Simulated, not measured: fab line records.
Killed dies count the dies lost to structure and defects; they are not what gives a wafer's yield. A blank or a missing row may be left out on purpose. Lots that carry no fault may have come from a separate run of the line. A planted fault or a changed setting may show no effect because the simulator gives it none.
The tool behind it: which one?    flow nandHarc    13 lots with 38 wafers sampled at 5 steps, on a route of 1159 steps

## WHAT THE GAUGES SHOWED, per wafer
NHARC_A_SLIT_OVL_MEAS_10. Usual: overlayXNm 0.0 nm, standard deviation 0.78; overlayYNm 0.4 nm, standard deviation 0.59.
lot   measured      on          overlayXNm (nm)  overlayYNm (nm)  flag
L611  day 14 20:31  overlay-01  -0.7 -0.8 -0.7   -0.2 0.1 -0.2    
L613  day 15 05:54  overlay-02  0.4 1.5 0.2      0.1 0.2 0.6      
L614  day 15 06:15  overlay-02  0.3 0.5 0.2      -0.1 -0.2 0.1    
L615  day 16 04:09  overlay-01  0.0 -0.3 -0.2    0.2 0.4 0.4      
L619  day 16 12:47  overlay-02  0.7 0.9 0.1      1.4 0.9 0.8      
L618  day 16 13:01  overlay-01  0.3 0.8 0.0      0.0 0.7 -0.4     
L621  day 17 13:53  overlay-01  0.0 0.2 0.1      0.8 0.7 0.9      
L623  day 17 23:52  overlay-02  -1.6 -1.4 -1.7   0.7 0.5 0.2      
L622  day 18 01:36  overlay-01  -0.4 -0.6 -0.3   -0.3 -1.0 -0.6   
L626  day 18 14:08  overlay-02  0.4 1.2          0.3 0.4          
L625  day 18 15:16  overlay-01  0.6 0.3 0.4      0.7 0.7 0.8      
L628  day 19 02:44  overlay-02  -1.2 0.1 -0.6    1.1 1.3 1.2      
L633  day 19 22:19  overlay-01  -0.3 -0.4 -0.8   1.0 0.5 1.0      

NHARC_END_SORT_01. Usual: killedAtArray 29, standard deviation 12; killedAtOther 0.7, standard deviation 1; killedAtPeriphery 4, standard deviation 3.2; killedDies 34, standard deviation 12; killedOpen 3.4, standard deviation 2; killedShort 1.8, standard deviation 1.3.
lot   measured      on         killedAtArray  killedAtOther  killedAtPeriphery  killedDies  killedOpen  killedShort  flag
L611  day 20 05:43  prober-02  23 21 27       1 0 0          4 4 3              28 25 30    5 3 3       1 0 1        
L613  day 20 00:25  prober-01  21 18 20       1 0 0          12 10 14           34 28 34    6 1 3       3 2 0        
L614  day 20 17:36  prober-01  26 33 28       2 3 1          5 7 3              33 43 32    5 5 4       1 1 1        
L615  day 21 10:20  prober-01  13 10 9        0 0 0          6 9 5              19 19 14    5 2 2       2 4 3        
L619  day 21 10:22  prober-02  30 24 27       0 0 0          2 0 1              32 24 28    0 2 2       1 1 1        
L618  day 21 18:13  prober-02  22 20 16       0 0 0          5 3 6              27 23 22    3 0 1       4 2 1        
L621  day 22 02:01  prober-02  52 57 60       1 0 0          5 4 5              58 61 65    1 1 0       0 2 2        
L623  day 23 02:55  prober-02  38 35 44       0 1 0          3 3 1              41 39 45    2 3 3       3 1 4        
L622  day 23 03:43  prober-01  19 22 14       0 1 0          3 0 1              22 23 15    2 1 2       0 2 2        
L626  day 24 03:32  prober-01  23 27          1 2            13 9               37 38       2 3         0 2          
L625  day 23 16:32  prober-02  25 41 38       1 0 0          0 3 6              26 44 44    3 7 4       0 2 3        
L628  day 24 14:10  prober-01  16 18 24       3 2 2          2 2 3              21 22 29    4 3 4       1 4 5        
L633  day 25 05:44  prober-02  43 39 33       2 0 1          1 1 1              46 40 35    7 4 2       3 1 1        

## EACH LOT AND THE TOOL THAT RAN IT (in order: tool; ch and the chambers of the sampled wafers; start)
lot   NHARC_A_WL_FILL_ALD_00           NHARC_A_WL_FILL_RTA_01           NHARC_A_WL_FILL_ETCHBACK_04
L611  aldHk-02 ch 1,2,3, day 15 07:49  rtpAnneal-02 ch 0, day 15 08:03  rieMetal-02 ch 0,1, day 15 17:59
L613  aldHk-01 ch 0,1,3, day 15 17:19  rtpAnneal-01 ch 0, day 15 17:38  rieMetal-02 ch 0,1, day 15 22:17
L614  aldHk-04 ch 0,1,2, day 15 17:20  rtpAnneal-01 ch 0, day 15 17:47  rieMetal-01 ch 0,1, day 16 03:41
L615  aldHk-01 ch 0,1,2, day 16 15:57  rtpAnneal-02 ch 0, day 16 16:14  rieMetal-02 ch 0,1, day 17 00:49
L619  aldHk-01 ch 0,2,3, day 17 01:10  rtpAnneal-02 ch 0, day 17 01:41  rieMetal-03 ch 0,1, day 17 13:23
L618  aldHk-04 ch 0,1,3, day 17 01:11  rtpAnneal-01 ch 0, day 17 01:31  rieMetal-02 ch 1, day 17 15:50
L621  aldHk-04 ch 0,2, day 18 02:20    rtpAnneal-02 ch 0, day 18 02:55  rieMetal-03 ch 0,1, day 18 07:17
L623  aldHk-01 ch 0,1,2, day 18 11:11  rtpAnneal-02 ch 0, day 18 11:29  rieMetal-02 ch 0,1, day 18 15:37
L622  aldHk-04 ch 0,3, day 18 11:14    rtpAnneal-01 ch 0, day 18 11:34  rieMetal-03 ch 0,1, day 18 15:37
L626  aldHk-04 ch 1,2, day 19 01:32    rtpAnneal-02 ch 0, day 19 01:49  rieMetal-03 ch 0,1, day 19 06:54
L625  aldHk-01 ch 0,2,3, day 19 01:28  rtpAnneal-02 ch 0, day 19 01:52  rieMetal-02 ch 0,1, day 19 07:19
L628  aldHk-04 ch 0,2,3, day 19 14:17  rtpAnneal-01 ch 0, day 19 14:34  rieMetal-01 ch 0,1, day 19 19:46
L633  aldHk-01 ch 0,1,3, day 20 09:37  rtpAnneal-02 ch 0, day 20 09:52  rieMetal-03 ch 0,1, day 20 13:58
- NHARC_A_WL_FILL_ALD_00: deposits Al2O3, target thk 3 nm, pulse time 3 s, ald cycles 30.
- NHARC_A_WL_FILL_RTA_01: time 5 s.
- NHARC_A_WL_FILL_ETCHBACK_04: etches the open film in NF3, target depth 60 nm, time 120 s.

## AS READ BY THE TOOLS THEMSELVES (means over the sampled wafers that have a number; for cases with no such wafer, the mark the record gives instead)
NHARC_A_WL_FILL_ALD_00. Usual: heaterPowerW 469 W, standard deviation 37; precursorPulseHeightRel 0.997, standard deviation 0.02.
lot   tool      heaterPowerW (W)  precursorPulseHeightRel  flag
L611  aldHk-02  475               0.999                    
L613  aldHk-01  482               1.023                    
L614  aldHk-04  457               0.982                    
L615  aldHk-01  496               0.986                    
L619  aldHk-01  474               1.016                    
L618  aldHk-04  430               1.015                    
L621  aldHk-04  479               0.992                    
L623  aldHk-01  488               0.983                    
L622  aldHk-04  451               0.980                    
L626  aldHk-04  460               0.993                    
L625  aldHk-01  456               1.005                    
L628  aldHk-04  475               0.984                    
L633  aldHk-01  477               1.007                    

NHARC_A_WL_FILL_RTA_01. Usual: lampPowerPct 29.12 %, standard deviation 0.21; lamp_zone_3_pct 29.13 %, standard deviation 0.21; lamp_zone_6_pct 29.07 %, standard deviation 0.21; wafer_temp_C_max 1003.6, standard deviation 0.84.
lot   tool          lampPowerPct (%)  lamp_zone_3_pct (%)  lamp_zone_6_pct (%)  wafer_temp_C_max  flag
L611  rtpAnneal-02  28.96             28.98                28.92                1003.3            
L613  rtpAnneal-01  29.36             29.35                29.32                1004.1            
L614  rtpAnneal-01  29.36             29.36                29.31                1003.2            
L615  rtpAnneal-02  28.91             28.98                28.93                1003.3            
L619  rtpAnneal-02  28.97             28.95                28.94                1003.2            
L618  rtpAnneal-01  29.38             29.36                29.33                1004.6            
L621  rtpAnneal-02  28.95             28.93                28.91                1003.3            
L623  rtpAnneal-02  28.97             28.95                28.88                1003.3            
L622  rtpAnneal-01  29.37             29.39                29.29                1004.3            
L626  rtpAnneal-02  28.97             28.98                28.93                1002.7            
L625  rtpAnneal-02  28.89             28.91                28.87                1003.5            
L628  rtpAnneal-01  29.38             29.36                29.32                1004.6            
L633  rtpAnneal-02  28.97             28.99                28.90                1003.2            

NHARC_A_WL_FILL_ETCHBACK_04. Usual: drypumpMotorCurrentA 6.1 A, standard deviation 0.44; oesProductAu 1.001 a.u., standard deviation 0.007.
lot   tool         drypumpMotorCurrentA (A)  oesProductAu (a.u.)  flag
L611  rieMetal-02  6.6                       1.000                
L613  rieMetal-02  6.6                       1.011                
L614  rieMetal-01  5.5                       0.996                
L615  rieMetal-02  6.6                       0.996                
L619  rieMetal-03  6.3                       1.014                
L618  rieMetal-02  6.6                       1.003                
L621  rieMetal-03  6.3                       1.008                
L623  rieMetal-02  6.6                       1.001                
L622  rieMetal-03  6.2                       1.000                
L626  rieMetal-03  6.3                       1.003                
L625  rieMetal-02  6.6                       1.009                
L628  rieMetal-01  5.5                       0.999                
L633  rieMetal-03  6.3                       1.006                

## THE ANSWER, worked out from the rows above alone
Rule: a lot counts as off when the mean over its wafers that have a number is more than 3 standard deviations away from the usual mean. Also off: a lot with no number at a reading for which 4 or more lots have one. Where the step has rows for the other lots, those lots are counted as sound. First the gauges in route order, then the tools' own readings, where a lot's mean is used as printed above. The first step at which some lot is off is used, and at that step the reading that is off furthest; a lot without a number counts as furthest.
Nothing can be told from this: no lot is off at any reading shown.

## WHAT THE SIMULATOR PUT IN
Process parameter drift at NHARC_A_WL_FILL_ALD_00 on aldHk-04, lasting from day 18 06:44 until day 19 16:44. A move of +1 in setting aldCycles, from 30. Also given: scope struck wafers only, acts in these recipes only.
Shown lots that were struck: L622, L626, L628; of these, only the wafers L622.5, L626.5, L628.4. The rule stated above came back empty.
